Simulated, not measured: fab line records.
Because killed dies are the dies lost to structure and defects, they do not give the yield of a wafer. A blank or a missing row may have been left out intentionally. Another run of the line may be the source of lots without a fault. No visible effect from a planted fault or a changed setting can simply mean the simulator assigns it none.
fab line records | flow nandHarc
[record] lots = 6 wafers = 18 lastDay = 34
route steps=1302 shown A_M0@1140 END@1302
lots untouched by any fault: they come from a run of this same line in which no faults occurred
startH: hours from the record's first day to the start of the lot's first wafer shown | waitH: time in hours since the lot's previous step | " identical to the entry in the row above | L1.1+2: a row that stands for several wafers | - no value, or no start was given | * or withheld: withheld | < > ~ a bound
route shown NAME@n: a module of which the file shows steps, and the number in the route of the first | usual: mean/standard deviation of fault-free wafers | same: alike in all rows | chamber/n: place in a boat | sites: each site's reading | _std_site: the standard deviation of these | _edge_site: the outer-site mean with the inner-site mean subtracted | radiusMm: for every site, how far away it sits from the centre of the wafer | mask NAME#n: copy n | behind: the last tool/chamber to shape the wafer | hold: cause of the lot's hold/its duration in hours/its outcome | device: the n, p or np transistor that did not switch | end of line: tests of these same wafers at the route's end | for a step that has no rows: nothing shown but its recipe | killed: at the first sort, the dies lost to defects and structure; wafer yield is something else | map: shows each die of a wafer: x if killed, . if not, _ if none is there
set.NAME: setting as actually run; set.NAME@STEP: the setting as run at that earlier step | model.NAME: the simulator's own value behind a step, which no gauge read
lots seen at some steps along the route; tables by step, rows by wafer
services: the hour from which a tool's chamber was out of use, counted from the record's first day as startH (under 0 if before that day), plus the number of hours and why
[[steps]]
[step NHARC_A_M0_COAT_33]
[recipe] tempC = 200 timeS = 65
[step NHARC_A_M0_COAT_03]
[recipe] spinRpm = 1500 resistThkNm = 90
[step NHARC_A_M0_SOFTBAKE_04]
[recipe] tempC = 105 timeS = 55
[step NHARC_A_M0_EBR_05]
[step NHARC_A_M0_EXPOSE_06]
[recipe] na = 1.35 targetCdNm = 80 doseMj = 83.25 maskId = A_M0
[step NHARC_A_M0_PEB_07]
[recipe] pebTempC = 100 pebTimeS = 65
[step NHARC_A_M0_DEVELOP_08]
[recipe] developTimeS = 35 devTempC = 23
[step NHARC_A_M0_CD_MEAS_09]
[recipe] targetCdNm = 80 landingEnergyEv = 500
[usual] cdNm = 80.0/0.64
// columns lot.wafer tool chamber startH waitH cdNm
L452.2 cdSem-02 0 555.30 - 79.5
L452.4 " 0 " " 79.5
L452.6 " 0 " " 80.0
L462.3 cdSem-03 0 668.97 - 80.2
L462.4 " 0 " " 80.8
L462.6 " 0 " " 80.5
L460.4 cdSem-01 0 671.89 - 80.0
L460.5 " 0 " " 80.2
L460.6 " 0 " " 79.1
L468.2 cdSem-03 0 726.11 - 80.0
L468.3 " 0 " " 79.8
L468.6 " 0 " " 80.3
L470.1 cdSem-01 0 747.87 - 81.3
L470.2 " 0 " " 80.5
L470.5 " 0 " " 79.8
L469.1 cdSem-01 0 783.18 - 79.9
L469.4 " 0 " " 78.9
L469.5 " 0 " " 79.0
[step NHARC_A_M0_OVL_MEAS_10]
[recipe] pitchNm = 160
[usual] overlayXNm = -0.1/0.78 overlayYNm = 0.2/0.69
// columns lot.wafer tool chamber startH waitH overlayXNm overlayYNm
L452.2 overlay-02 - 555.38 - -0.5 0.2
L452.4 " - " " 0.3 0.2
L452.6 " - " " -0.2 0.6
L462.3 overlay-01 - 669.06 - 0.6 -0.3
L462.4 " - " " 0.9 -0.4
L462.6 " - " " 0.5 -0.8
L460.4 overlay-02 - 671.98 - -0.1 0.5
L460.5 " - " " 0.6 0.3
L460.6 " - " " 0.1 0.4
L468.2 overlay-01 - 726.19 - 0.7 0.6
L468.3 " - " " 0.7 0.4
L468.6 " - " " 0.3 0.7
L470.1 overlay-01 - 747.96 - 0.0 0.6
L470.2 " - " " 0.5 1.3
L470.5 " - " " 0.1 1.0
L469.1 overlay-02 - 783.27 - 1.6 0.9
L469.4 " - " " 1.0 0.3
L469.5 " - " " 1.1 0.5
[step NHARC_A_M0_INSPECT_11]
[usual] rawDefectCount = 83/33
// columns lot.wafer tool chamber startH waitH rawDefectCount
L452.2 defectInspect-02 - 555.42 0.0 76
L452.4 " - " " 76
L452.6 " - " " 72
L462.3 defectInspect-02 - 669.09 0.0 79
L462.4 " - " " 72
L462.6 " - " " 72
L460.4 defectInspect-01 - 672.01 0.0 33
L460.5 " - " " 30
L460.6 " - " " 27
L468.2 defectInspect-02 - 726.23 0.0 79
L468.3 " - " " 94
L468.6 " - " " 106
L470.1 defectInspect-02 - 748.00 0.0 50
L470.2 " - " " 46
L470.5 " - " " 49
L469.1 defectInspect-01 - 783.30 0.0 69
L469.4 " - " " 67
L469.5 " - " " 54
[step NHARC_A_M0_DESCUM_14]
[recipe] timeS = 3 o2FlowSccm = 200 arFlowSccm = 0 biasPowerW = 0 chemistry = O2
[usual] drypumpMotorCurrentA = 5.7/0.49 oesProductAu = 0.997/0.0072 rfVppV = 57.5/0.9 showerheadPlenumPTorr = 1.87/0.079 throttleValvePct = 11.311/0.0097
// columns lot.wafer tool chamber startH waitH drypumpMotorCurrentA oesProductAu rfHoursCounterH rfVppV showerheadPlenumPTorr throttleValvePct
L452.4 rieDiel-05 1 555.50 0.1 6.2 0.989 6.4 56.7 1.81 11.324
L452.2 " 2 " " 6.1 0.997 6.5 57.8 1.84 11.319
L452.6 " 3 " " 5.2 0.981 - 58.4 1.89 11.327
L462.3 rieDiel-05 3 669.15 0.1 5.2 1.013 2.5 58.3 1.89 11.293
L462.4 " 2 " " 6.1 1.005 2.5 57.5 1.84 11.308
L462.6 " 0 " " 5.7 1.007 - 59.1 2.02 11.320
L460.4 rieDiel-05 3 672.08 0.1 5.2 0.997 2.6 58.2 1.89 11.297
L460.6 " 2 " " 6.2 0.990 - 58.0 1.84 11.315
L460.5 " 3 " " 5.2 0.999 - 59.0 1.89 11.321
L468.3 rieDiel-13 3 726.29 0.1 6.3 1.006 0.6 55.5 1.79 11.330
L468.2 " 2 " " 5.0 0.992 0.9 57.5 1.92 11.319
L468.6 " 3 " " 6.3 0.997 - 56.5 1.79 11.308
L470.2 rieDiel-06 0 748.08 0.1 5.4 0.999 5.8 57.2 1.79 11.313
L470.1 " 1 " " 6.4 0.991 5.7 57.0 1.81 11.300
L470.5 " 2 " " 5.0 0.999 - 56.2 1.94 11.314
L469.1 rieDiel-13 3 783.38 0.1 6.3 1.001 6.0 56.7 1.78 11.308
L469.4 " 0 " " 5.0 1.004 6.1 57.1 1.82 11.323
L469.5 " 2 " " 5.0 1.004 - 58.0 1.92 11.321
[step NHARC_A_M0_ETCH_34]
[recipe] targetDepthA = 400 overetchA = 120 timeS = 43.94 ionEnergyEv = 200 n2FlowSccm = 150 h2FlowSccm = 150 arFlowSccm = 0 rfW = 400 biasW = 150 chemistry = N2/H2
[usual] drypumpMotorCurrentA = 5.7/0.49 oesProductAu = 0.998/0.0077 rfVppV = 429.1/2.6 runLengthS = 65.3/0.4 showerheadPlenumPTorr = 1.99/0.087 throttleValvePct = 14.173/0.0092
// columns lot.wafer tool chamber startH waitH drypumpMotorCurrentA oesProductAu rfHoursCounterH rfVppV runLengthS showerheadPlenumPTorr throttleValvePct
L452.2 rieDiel-05 0 555.58 0.1 5.7 0.996 6.7 433.2 65.0 2.16 14.168
L452.4 " 1 " " 6.2 0.998 6.4 427.8 65.0 1.93 14.168
L452.6 " 2 " " 6.2 1.011 - 427.9 65.6 1.96 14.177
L462.4 rieDiel-05 0 669.24 0.1 5.7 0.991 2.3 434.7 65.1 2.16 14.160
L462.3 " 1 " " 6.2 0.997 2.2 427.5 65.7 1.92 14.182
L462.6 " 3 " " 5.2 1.001 - 428.9 65.6 2.02 14.186
L460.4 rieDiel-05 3 672.17 0.1 5.2 0.998 2.6 429.9 65.0 2.02 14.161
L460.6 " 0 " " 5.7 1.009 - 435.0 64.9 2.16 14.155
L460.5 " 1 " " 6.2 0.989 - 426.5 64.9 1.92 14.186
L468.2 rieDiel-13 3 726.37 0.1 6.3 1.001 0.7 428.3 65.6 1.90 14.177
L468.3 " 1 " " 5.2 1.001 0.8 428.9 65.7 1.95 14.179
L468.6 " 3 " " 6.4 1.011 - 426.5 65.1 1.90 14.181
L470.1 rieDiel-06 2 748.14 0.1 5.0 1.015 7.1 431.5 65.1 2.07 14.173
L470.2 " 1 " " 6.4 0.989 5.7 427.0 65.4 1.92 14.171
L470.5 " 2 " " 5.0 1.014 - 431.5 64.9 2.07 14.171
L469.1 rieDiel-13 3 783.45 0.1 6.3 1.001 6.1 426.2 65.5 1.90 14.162
L469.4 " 1 " " 5.2 1.004 5.7 427.4 65.6 1.95 14.171
L469.5 " 0 " " 5.1 0.996 - 428.2 66.3 1.94 14.156
[step NHARC_A_M0_ETCH_15]
[recipe] targetDepthA = 1500 overetchA = 150 timeS = 82.5 c4f8FlowSccm = withheld arFlowSccm = 400 rfW = 600 biasW = 300 chemistry = C4F8/Ar
[usual] oesProductAu = 0.956/0.021 rfVppV = 439.3/2.7 runLengthS = 103.9/0.38
// columns lot.wafer tool chamber startH waitH oesProductAu rfHoursCounterH rfVppV runLengthS
L452.4 rieDiel-05 2 555.66 - 0.936 6.6 439.5 103.9
L452.2 " 0 " " 0.931 6.7 445.5 103.8
L452.6 " 1 " " 0.905 - 437.5 103.8
L462.4 rieDiel-05 1 669.33 - 0.954 2.2 437.3 90.9
L462.3 " 3 " " 0.954 2.6 440.9 103.6
L462.6 " 0 " " 0.958 - 443.5 104.0
L460.4 rieDiel-05 1 672.27 - 0.974 2.3 437.3 90.9
L460.5 " 2 " " 0.968 - 439.2 104.2
L460.6 " 3 " " 0.969 - 441.5 103.6
L468.2 rieDiel-13 2 726.48 - 0.975 0.9 440.7 104.4
L468.3 " 0 " " 0.966 0.6 438.7 104.6
L468.6 " 2 " " 0.972 - 441.1 104.2
L470.2 rieDiel-06 0 748.23 - 0.969 5.8 438.2 103.1
L470.1 " 2 " " 0.953 7.1 442.8 103.3
L470.5 " 1 " " 0.959 - 439.2 103.8
L469.4 rieDiel-13 3 783.54 - 0.966 6.1 437.9 103.9
L469.1 " 0 " " 0.957 6.1 437.4 104.9
L469.5 " 3 " " 0.961 - 436.2 103.7
[step NHARC_A_M0_CD_MEAS_16]
[usual] cdNm = 80.0/0.73
// columns lot.wafer tool chamber startH waitH cdNm
L452.2 cdSem-01 - 555.79 - 80.0
L452.4 " - " " 79.3
L452.6 " - " " 80.0
L462.3 cdSem-03 - 669.46 - 80.5
L462.4 " - " " 80.8
L462.6 " - " " 80.2
L460.4 cdSem-02 - 672.38 - 79.7
L460.5 " - " " 80.1
L460.6 " - " " 79.2
L468.2 cdSem-01 - 726.60 - 78.8
L468.3 " - " " 79.9
L468.6 " - " " 80.0
L470.1 cdSem-02 - 748.36 - 81.3
L470.2 " - " " 80.8
L470.5 " - " " 79.9
L469.1 cdSem-03 - 783.66 - 79.9
L469.4 " - " " 79.5
L469.5 " - " " 78.8
[step NHARC_END_SORT_01]
[recipe] tempC = 25
[usual] defectLimitedYield = 90.8/2.2 killedAtArray = 58/15 killedAtOther = 0.8/1.2 killedAtPeriphery = 3.5/2.5 killedDies = 62/15 killedOpen = 3.2/1.7 killedShort = 2.4/1.5
[same] grossDies = 677
// columns lot.wafer tool chamber startH waitH defectLimitedYield[%] killedAtArray killedAtOther killedAtPeriphery killedDies killedOpen killedShort
L452.2 prober-01 0 596.62 2.8 91.4 57 1 0 58 3 6
L452.4 prober-01 0 598.25 3.5 91.9 52 0 3 55 2 4
L452.6 prober-01 0 599.88 4.1 91.9 52 0 3 55 3 3
L462.4 prober-01 0 710.36 3.4 0 675 0 2 677 4 2
L460.4 prober-02 0 710.46 3.4 0 670 0 7 677 2 4
L468.2 prober-02 0 773.36 2.8 92.2 53 0 0 53 1 1
L468.3 prober-02 0 774.16 3.1 89.7 68 0 2 70 3 2
L468.6 prober-02 0 776.58 4.0 89.2 73 0 0 73 1 0
// killed by level:class
L452.2 A_CHANNEL_HOLE_D1:chamberFilmFlake=32 A_CHANNEL_HOLE_D2:chamberFilmFlake=11 A_CHANNEL_FILL_D2:geometricParticle:short=2 A_CONTACT:chamberFilmFlake=2 A_ONON_D1:geometricParticle:short=1 A_CHANNEL_FILL_D1:geometricParticle:short=1 A_CHANNEL_FILL_D1:geometricParticle:open=1 A_DECK1_JOINT:geometricParticle:short=1
L452.4 A_CHANNEL_HOLE_D1:chamberFilmFlake=31 A_CHANNEL_HOLE_D2:chamberFilmFlake=10 A_STAIRCASE:chamberFilmFlake=2 A_SLIT:chamberFilmFlake=2 P_GATE:geometricParticle:short=1 P_BONDPAD:geometricParticle:open=1 A_ONON_D1:geometricParticle:short=1 A_CHANNEL_FILL_D1:geometricParticle:short=1
L452.6 A_CHANNEL_HOLE_D1:chamberFilmFlake=34 A_CHANNEL_HOLE_D2:chamberFilmFlake=6 A_CHANNEL_FILL_D1:geometricParticle:short=3 A_BLC:geometricParticle:open=2 P_ZERO_WELL:chamberFilmFlake=2 A_CONTACT:chamberFilmFlake=2 A_CHANNEL_FILL_D1:geometricParticle:open=1 P_CONTACT:chamberFilmFlake=1
L462.4 A_M0:areaEtch=624 A_SLIT:chamberFilmFlake=28 A_CHANNEL_HOLE_D1:chamberFilmFlake=7 A_CHANNEL_FILL_D2:chamberFilmFlake=3 A_STAIRCASE:chamberFilmFlake=3 A_SGD_CUT:chamberFilmFlake=3 A_DECK1_JOINT:geometricParticle:open=2 P_GATE:geometricParticle:short=1
L460.4 A_M0:areaEtch=642 A_CONTACT:chamberFilmFlake=5 A_CHANNEL_HOLE_D1:chamberFilmFlake=4 A_SLIT:chamberFilmFlake=4 P_GATE:chamberFilmFlake=3 A_CHANNEL_FILL_D2:chamberFilmFlake=3 A_DECK1_JOINT:geometricParticle:short=2 A_CHANNEL_FILL_D1:chamberFilmFlake=2
L468.2 A_SLIT:chamberFilmFlake=26 A_CHANNEL_HOLE_D1:chamberFilmFlake=9 A_CHANNEL_HOLE_D2:chamberFilmFlake=7 A_CHANNEL_FILL_D1:chamberFilmFlake=4 A_CONTACT:chamberFilmFlake=3 A_CHANNEL_HOLE_D2:geometricParticle:short=1 A_M0:geometricParticle:open=1 A_ZERO_WELL:chamberFilmFlake=1
L468.3 A_SLIT:chamberFilmFlake=38 A_CHANNEL_HOLE_D1:chamberFilmFlake=15 A_CHANNEL_HOLE_D2:chamberFilmFlake=4 A_CHANNEL_FILL_D1:chamberFilmFlake=3 A_WL_FILL:geometricParticle:open=2 P_ZERO_WELL:chamberFilmFlake=2 A_CONTACT:chamberFilmFlake=2 A_CHANNEL_FILL_D1:geometricParticle:short=1
L468.6 A_SLIT:chamberFilmFlake=43 A_CHANNEL_HOLE_D1:chamberFilmFlake=14 A_CHANNEL_HOLE_D2:chamberFilmFlake=6 A_CHANNEL_FILL_D1:chamberFilmFlake=2 A_CHANNEL_FILL_D2:chamberFilmFlake=2 A_WL_FILL:chamberFilmFlake=2 A_CONTACT:chamberFilmFlake=2 A_ONON_D1:geometricParticle:open=1
// map L460.4 (x killed, . not)
____________x____________
_________xxxxxxx_________
_______xxxxxxxxxxx_______
______xxxxxxxxxxxxx______
_____xxxxxxxxxxxxxxx_____
____xxxxxxxxxxxxxxxxx____
____xxxxxxxxxxxxxxxxx____
___xxxxxxxxxxxxxxxxxxx___
___xxxxxxxxxxxxxxxxxxx___
__xxxxxxxxxxxxxxxxxxxxx__
__xxxxxxxxxxxxxxxxxxxxx__
_xxxxxxxxxxxxxxxxxxxxxxx_
_xxxxxxxxxxxxxxxxxxxxxxx_
_xxxxxxxxxxxxxxxxxxxxxxx_
_xxxxxxxxxxxxxxxxxxxxxxx_
_xxxxxxxxxxxxxxxxxxxxxxx_
xxxxxxxxxxxxxxxxxxxxxxxxx
xxxxxxxxxxxxxxxxxxxxxxxxx
xxxxxxxxxxxxxxxxxxxxxxxxx
xxxxxxxxxxxxxxxxxxxxxxxxx
xxxxxxxxxxxxxxxxxxxxxxxxx
_xxxxxxxxxxxxxxxxxxxxxxx_
_xxxxxxxxxxxxxxxxxxxxxxx_
_xxxxxxxxxxxxxxxxxxxxxxx_
_xxxxxxxxxxxxxxxxxxxxxxx_
_xxxxxxxxxxxxxxxxxxxxxxx_
__xxxxxxxxxxxxxxxxxxxxx__
__xxxxxxxxxxxxxxxxxxxxx__
___xxxxxxxxxxxxxxxxxxx___
___xxxxxxxxxxxxxxxxxxx___
____xxxxxxxxxxxxxxxxx____
____xxxxxxxxxxxxxxxxx____
_____xxxxxxxxxxxxxxx_____
______xxxxxxxxxxxxx______
_______xxxxxxxxxxx_______
_________xxxxxxx_________
____________x____________
// map L462.4 (x killed, . not)
____________x____________
_________xxxxxxx_________
_______xxxxxxxxxxx_______
______xxxxxxxxxxxxx______
_____xxxxxxxxxxxxxxx_____
____xxxxxxxxxxxxxxxxx____
____xxxxxxxxxxxxxxxxx____
___xxxxxxxxxxxxxxxxxxx___
___xxxxxxxxxxxxxxxxxxx___
__xxxxxxxxxxxxxxxxxxxxx__
__xxxxxxxxxxxxxxxxxxxxx__
_xxxxxxxxxxxxxxxxxxxxxxx_
_xxxxxxxxxxxxxxxxxxxxxxx_
_xxxxxxxxxxxxxxxxxxxxxxx_
_xxxxxxxxxxxxxxxxxxxxxxx_
_xxxxxxxxxxxxxxxxxxxxxxx_
xxxxxxxxxxxxxxxxxxxxxxxxx
xxxxxxxxxxxxxxxxxxxxxxxxx
xxxxxxxxxxxxxxxxxxxxxxxxx
xxxxxxxxxxxxxxxxxxxxxxxxx
xxxxxxxxxxxxxxxxxxxxxxxxx
_xxxxxxxxxxxxxxxxxxxxxxx_
_xxxxxxxxxxxxxxxxxxxxxxx_
_xxxxxxxxxxxxxxxxxxxxxxx_
_xxxxxxxxxxxxxxxxxxxxxxx_
_xxxxxxxxxxxxxxxxxxxxxxx_
__xxxxxxxxxxxxxxxxxxxxx__
__xxxxxxxxxxxxxxxxxxxxx__
___xxxxxxxxxxxxxxxxxxx___
___xxxxxxxxxxxxxxxxxxx___
____xxxxxxxxxxxxxxxxx____
____xxxxxxxxxxxxxxxxx____
_____xxxxxxxxxxxxxxx_____
______xxxxxxxxxxxxx______
_______xxxxxxxxxxx_______
_________xxxxxxx_________
____________x____________
[[services]]
// columns tool chamber startH hours kind
rieDiel-05 2 537.24 7.2 repair
rieDiel-05 0 538.10 - clean
rieDiel-05 1 538.10 - clean
rieDiel-05 3 538.10 - clean
rieDiel-13 - 541.21 0.1 repair
rieDiel-13 1 547.43 2.7 repair
rieDiel-05 0 562.60 - clean
rieDiel-05 1 562.60 - clean
rieDiel-05 2 562.60 - clean
rieDiel-05 3 562.60 - clean
rieDiel-06 2 562.81 5.6 repair
rieDiel-13 2 577.55 21.9 repair
rieDiel-05 - 583.60 9.0 pm
rieDiel-05 0 583.60 9.0 ventCycle
rieDiel-05 1 583.60 9.0 ventCycle
rieDiel-05 2 583.60 9.0 ventCycle
rieDiel-05 3 583.60 9.0 ventCycle
rieDiel-06 1 648.42 4.4 repair
rieDiel-06 - 661.20 9.0 pm
rieDiel-06 3 673.63 5.6 repair
rieDiel-13 - 696.00 9.0 pm
rieDiel-05 0 735.03 2.0 repair
rieDiel-05 - 760.60 9.0 pm
rieDiel-05 0 778.20 8.0 repair
[[key]]
[firstSign] step = NHARC_A_M0_ETCH_15 reading = runLengthS direction = down sigmas = 34 usual = * struck = *
[effect] step = NHARC_END_SORT_01 reading = defectLimitedYield direction = down sigmas = 42 usual = 90.8 struck = 0
[moreKillsBornAt] NHARC_A_M0_ETCH_15@rieDiel-05 = 1266
metAt NHARC_A_M0_ETCH_15
struckWafers L460.4,L462.4
laterRowsLeftOut L460.4,L462.4
onsetBetween 555.66 669.33
[fault] kind = processParameterDrift tool = rieDiel-05 chamber = - onsetH = 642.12 steps = NHARC_A_M0_ETCH_15 channel = timeS offset = * shape = step endH = 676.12 scope = struckWafersOnly actsIn = * stated = *
// laterRowsLeftOut: the simulator's readings of these wafers behind a module that went badly wrong aren't trusted and aren't shown, but for the sort
